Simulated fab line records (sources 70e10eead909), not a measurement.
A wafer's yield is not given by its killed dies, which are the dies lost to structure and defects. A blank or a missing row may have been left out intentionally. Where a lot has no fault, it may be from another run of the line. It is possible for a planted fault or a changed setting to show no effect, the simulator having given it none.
Chamber matching | flow nand-harc | rie-diel-08 running NHARC_P_CONTACT_DESCUM_17: 4 sister chambers
The step chemistry O2, time 3 s. 4 wafers are shown with their chamber, then 12 later ones without.

WAFERS, EACH WITH ITS CHAMBER
wafer  | chamber | drypump-motor-current-A (A)
L089.3 | 1       | 5.5
L092.1 | 2       | 6.1
L092.4 | 0       | 5.3
L092.5 | 3       | 5.8

WAFERS WITHOUT THEIR CHAMBER
wafer  | drypump-motor-current-A (A)
L093.1 | 5.9
L093.4 | 5.5
L093.5 | 5.9
L094.1 | 5.3
L094.2 | 5.5
L094.4 | 6.1
L096.1 | 5.3
L096.5 | 6.1
L096.6 | 5.3
L097.3 | 5.3
L097.4 | 5.5
L097.6 | 6.1

CHAMBER TAKEN BY EACH
wafer  | from the rows above | in truth
L093.1 | 3                   | 3
L093.4 | 1                   | 1
L093.5 | 3                   | 3
L094.1 | 0                   | 0
L094.2 | 1                   | 1
L094.4 | 2                   | 2
L096.1 | 0                   | 0
L096.5 | 2                   | 2
L096.6 | 0                   | 0
L097.3 | 0                   | 0
L097.4 | 1                   | 1
L097.6 | 2                   | 2
Placed correctly: 12 of 12. Number that these rows cannot place: 0. Placed wrongly: 0.
How it was worked out, from the rows above alone: a wafer's distance from a chamber is the root of the sum, over the readings, of the square of ((its reading less the chamber's mean) divided by the reading's scatter). The wafer belongs to the nearest chamber; if the next one is less than 2 further off, it can't be placed. For every chamber, the mean is computed from those of its wafers that are shown. The scatter: with one shown wafer a chamber, the root of the mean of the squares of how far each hidden wafer lies from its nearest shown one.
